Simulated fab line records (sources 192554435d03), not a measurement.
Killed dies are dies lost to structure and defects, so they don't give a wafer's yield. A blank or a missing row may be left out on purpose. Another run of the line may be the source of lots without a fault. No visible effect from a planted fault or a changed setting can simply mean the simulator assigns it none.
Split-lot experiment | flow n5_finfet | 7 lots, 21 wafers read, on a route of 1938 steps

## SPLIT DETAILS
At N5_BEOL_M13_COAT_04 (resist thk 400 nm), the setting spin_rpm was moved away from the recipe's 1625 rpm on 6 of the 21 wafers read, by -10.0% to +9.5%. This setting was run at the recipe's value on the other wafers.

## FROM THE SPLIT TO THE READING: what the file shows between them, 5 steps
- N5_BEOL_M13_EXPOSE_07: exposes mask V12 (also split here: dose_mj)
- N5_BEOL_M13_PEB_08: peb time 90 s
- N5_BEOL_M13_DEVELOP_09: develop time 45 s
- N5_BEOL_M13_HARDBAKE_14: time 120 s
- N5_BEOL_M13_CD_MEAS_10: target cd 190 nm

## THE READING
coat_of_BEOL_M13_COAT_04.thk_nm (the simulator's own value, which no gauge read), in nm, at N5_BEOL_M13_ETCH_59 (etches BARC in N2/H2, target depth 89 nm, overetch 26.7 nm, time 67.9 s). There is no usual value for it anywhere in the file. Across the 15 wafers here that went through the recipe, the average is 316.0 nm and the standard deviation 5.5 nm.

wafer  | tool, chamber at the split | spin_rpm as run, rpm | against the recipe | coat_of_BEOL_M13_COAT_04.thk_nm, nm | against lot-mates on the recipe
L078.2 | litho_track-01, 0          | 1625                 | recipe             | 318.4                               | -
L078.3 | litho_track-01, 0          | 1463                 | -10.0%             | 338.8                               | +20.4
L078.5 | litho_track-01, 0          | 1463                 | -10.0%             | 340.8                               | +22.4
L085.1 | litho_track-05, 0          | 1779                 | +9.5%              | 298.4                               | -17.6
L085.4 | litho_track-05, 0          | 1625                 | recipe             | 316                                 | -
L085.5 | litho_track-05, 0          | 1779                 | +9.5%              | 299.4                               | -16.6
L086.1 | litho_track-03, 0          | 1625                 | recipe             | 328.2                               | -
L086.5 | litho_track-03, 0          | 1625                 | recipe             | 316.2                               | -
L086.6 | litho_track-03, 0          | 1768                 | +8.8%              | 304.2                               | -18.0
L092.1 | litho_track-01, 0          | 1625                 | recipe             | 305                                 | -
L092.4 | litho_track-01, 0          | 1625                 | recipe             | 305.6                               | -
L092.6 | litho_track-01, 0          | 1625                 | recipe             | 316                                 | -
L093.2 | litho_track-01, 0          | 1534                 | -5.6%              | 327.8                               | +9.4
L093.4 | litho_track-01, 0          | 1625                 | recipe             | 314.4                               | -
L093.6 | litho_track-01, 0          | 1625                 | recipe             | 322.4                               | -
L094.2 | litho_track-01, 0          | 1625                 | recipe             | 312.6                               | -
L094.3 | litho_track-01, 0          | 1625                 | recipe             | 319.6                               | -
L094.6 | litho_track-01, 0          | 1625                 | recipe             | 316.4                               | -
L096.1 | litho_track-01, 0          | 1625                 | recipe             | 318.2                               | -
L096.2 | litho_track-01, 0          | 1625                 | recipe             | 315.8                               | -
L096.3 | litho_track-01, 0          | 1625                 | recipe             | 315.8                               | -

FIT RESULTS
A straight line over all 21 wafers: coat_of_BEOL_M13_COAT_04.thk_nm changes by -1.99 nm for each +1% of spin_rpm; r = -0.89; the points scatter about the line by 5.2 nm.
The same after taking each lot's own level away (the mean of its wafers on the recipe; 21 wafers): -1.98 nm for each +1%; r = -0.95; scatter 3.4 nm.
Per that fit: largest spin_rpm move, reading shift of 20 nm.
From 308.87 to 322.20 nm: that is the span of the lots' own levels, equal to 2.4 times the standard deviation above.
The two slopes are in agreement: the lot-to-lot level therefore moves the slope only a little.
Check: with one of the wafers moved furthest among these (-10.0%) left out of the fit, the line predicts +19.7 nm for it against its lot-mates. Against them it came out at +20.4 nm.

## THE OTHER SPLITS THESE WAFERS WENT THROUGH
Before the reading, these wafers also passed through other splits. Each is held against what the fit with the lots' levels taken away leaves over:
other split on the same wafers | wafers away from the commonest value | r with coat_of_BEOL_M13_COAT_04.thk_nm (lot level and that fit taken away)
N5_BEOL_M11_DESCUM_16 time_s   | 5                                    | -0.22
N5_BEOL_M11_COAT_63 spin_rpm   | 3                                    | -0.14
N5_BEOL_M13_EXPOSE_07 dose_mj  | 6                                    | +0.02

## THE WHOLE CHAIN: every reading that the file lists as answering this split, in the file's order
step                | what it does                                                            | reading                                                                          | change (the file's fit)              | r (the file's)
N5_BEOL_M13_COAT_04 | resist thk 400 nm                                                       | coat_of_BEOL_M13_COAT_04.thk_nm (the simulator's own value, which no gauge read) | -1.95 nm for each +1% of the setting | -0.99
N5_BEOL_M13_ETCH_59 | etches BARC in N2/H2, target depth 89 nm, overetch 26.7 nm, time 67.9 s | coat_of_BEOL_M13_COAT_04.thk_nm (the simulator's own value, which no gauge read) | -1.97 nm for each +1% of the setting | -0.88

## THE FILE'S OWN FIT
coat_of_BEOL_M13_COAT_04.thk_nm changes by -1.97 nm for each +1% of spin_rpm, r = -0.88.
